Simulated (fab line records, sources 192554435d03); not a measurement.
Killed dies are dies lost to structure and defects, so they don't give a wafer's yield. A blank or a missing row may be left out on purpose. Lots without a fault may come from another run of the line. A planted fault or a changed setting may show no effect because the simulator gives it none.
A struck lot beside a sound one | flow n5_finfet | 17 steps out of a route of 1938
Sound: wafers L990.1, L990.2, L990.6. Struck: wafers L987.4, L987.5, L987.6. The cause comes at the end.
At each step with rows: each side's tool, then ch and its chambers, then its first start. Under that, the readings that differ: sound wafers | struck wafers | difference of the means | sigmas: that difference in standard deviations of wafers without a fault.
alike: readings whose means differ by less than 2 such deviations, and words and numbers that are the same on both sides. not compared: withheld readings, readings that some wafer has no value for, bounds like >300 that may hide the same value, and numbers for which the record gives no deviation and whose values overlap.
The two part at a step that has a row with sigmas, a row that says differs or no value, or rows on one side only. Numbers that don't overlap but have no deviation are shown without sigmas and don't part them. A reading that every wafer of one side lacks parts them only if that side has two wafers or more.

N5_BEOL_M0_SAQP_INSPECT_16: inspects for defects (brightfield).
  sound on defect_inspect-02, day 9 05:59; struck on defect_inspect-02, day 8 07:41
  alike: raw_defect_count
N5_BEOL_M0_SAQP_DESCUM_19: chemistry O2, time 7.9 s.
  sound on rie_diel-04 ch 0,1, day 9 06:01; struck on rie_diel-04 ch 0,1,2, day 8 07:43
  alike: drypump_motor_current_A, oes_product_au, rf_vpp_V, showerhead_plenum_p_Torr, throttle_valve_pct
  not compared: rf_hours_counter_h
N5_BEOL_M0_SAQP_ETCH_83: etches SiARC in CF4, target depth 39 nm, time 65 s.
  sound on rie_diel-04 ch 0,1, day 9 06:03; struck on rie_diel-04 ch 0,1,2, day 8 07:45
  alike: bias_w, drypump_motor_current_A, etch_rf_on_time_s, mfc_ar_sccm, oes_product_au, rf_vpp_V, showerhead_plenum_p_Torr, throttle_valve_pct
  not compared: rf_hours_counter_h
then, 2 steps without rows for these wafers: N5_BEOL_M0_SAQP_ETCH_84 (etches SOC in N2/H2, target depth 100 nm, overetch 20 nm, time 150 s); N5_BEOL_M0_SAQP_STRIP_80 (strips in N2/H2).
N5_BEOL_M0_SAQP_HM_OPEN_112: chemistry CHF3/O2, target SiO2, stops on a-Si, target depth 12 nm, time 13.5 s.
  sound on rie_diel-04 ch 0,1, day 9 06:13; struck on rie_diel-04 ch 0,1,2, day 8 07:54
  alike: bias_w, drypump_motor_current_A, mfc_ar_sccm, oes_f_703_au, oes_product_au, rf_vpp_V, showerhead_plenum_p_Torr, throttle_valve_pct
  not compared: rf_hours_counter_h
then, 2 steps without rows for these wafers: N5_BEOL_M0_SAQP_STRIP_113 (strips in CHF3/O2); N5_BEOL_M0_SAQP_MANDREL_ETCH_20 (etches a-Si in HBr/Cl2, stops on SiNx, target depth 60 nm, bt time 10 s, time 30 s).
N5_BEOL_M0_SAQP_STRIP_86: strips in N2/H2.
  sound on rie_diel-03 ch 0,1,3, day 9 06:23; struck on rie_diel-06 ch 0,1,2, day 8 08:05
  alike: drypump_motor_current_A, oes_product_au, rf_vpp_V, showerhead_plenum_p_Torr, throttle_valve_pct
  not compared: rf_hours_counter_h
then, 3 steps without rows for these wafers: N5_BEOL_M0_SAQP_STRIP_115 (strips in post etch residue remover, time 60 s); N5_BEOL_M0_SAQP_SRD_93 (time 30 s); N5_BEOL_M0_SAQP_RECESS_114 (chemistry HF/NH3, target SiO2, target depth 14.4 nm, afs cycles 3, sublimation time 60 s).
N5_BEOL_M0_SAQP_SPACER1_ALD_98: deposits SiO2, target thk 12.8 nm, pulse time 1 s, purge time 2 s.
  sound on ald_sin-04 ch 0,1,3, day 9 06:54; struck on ald_sin-01 ch 1,2,3, day 8 09:36
  reading              | sound                | struck               | difference | sigmas
  susceptor_temp_C (C) | 299.76 299.96 300.18 | 315.73 315.88 315.72 | +15.81     | +88
  alike: chamber_pressure_Torr, heater_power_w, precursor_pulse_height_rel
N5_BEOL_M0_SAQP_SPACER1_ETCHBACK_99: etches SiO2 in CHF3/O2, target depth 15.4 nm, time 7.7 s.
  sound on rie_diel-06 ch 0,2,3, day 9 07:23; struck on rie_diel-04 ch 0,3, day 8 10:04
  alike: bias_w, drypump_motor_current_A, mfc_ar_sccm, oes_f_703_au, oes_product_au, rf_vpp_V, showerhead_plenum_p_Torr, throttle_valve_pct
  not compared: rf_hours_counter_h
N5_BEOL_M0_SAQP_MANDREL1_REMOVE_100: chemistry HBr/Cl2/O2, target a-Si, stops on SiNx, bt time 10 s.
  sound on rie_si-04 ch 0,1,2, day 9 07:28; struck on rie_si-06 ch 0,1,3, day 8 10:10
  reading                | sound          | struck         | difference | sigmas
  throttle_valve_pct (%) | 37.1 37.5 37.9 | 36.4 36.5 36.3 | -1.1       | -2
  alike: bias_w, drypump_motor_current_A, oes_product_au, model.BEOL_M0_SAQP.cd_nm
  not compared: rf_hours_counter_h
N5_BEOL_M0_SAQP_CD_MEAS_25: target cd 13.1 nm.
  sound on cd_sem-01 ch 0, day 9 07:35; struck on cd_sem-01 ch 0, day 8 10:16
  alike: cd_nm
-- the record jumps here: 2 days lie between the struck wafers' starts before and after (it left off in module BEOL_M0_SAQP and takes up again in module BEOL_M4, whose first step shown is number 1111 of the route) --
N5_BEOL_M4_RC_MEAS_101:
  sound on prober-02 ch 0, day 11 19:12; struck on prober-01 ch 0, day 10 22:05
  alike: DIBL_N, DIBL_P, IOFF_N, IOFF_P, ION_N, ION_P, SS_N, SS_P, VT_N, VT_P

WHERE THEY PART
First at N5_BEOL_M0_SAQP_SPACER1_ALD_98; last, within this record, at N5_BEOL_M0_SAQP_MANDREL1_REMOVE_100. Later steps at which nothing parts them and some readings are alike: N5_BEOL_M0_SAQP_CD_MEAS_25, N5_BEOL_M4_RC_MEAS_101.

WHY: what the simulator had put in
Process parameter drift: ald_sin-01, from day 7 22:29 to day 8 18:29, at N5_BEOL_M0_SAQP_SPACER1_ALD_98. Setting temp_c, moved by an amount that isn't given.
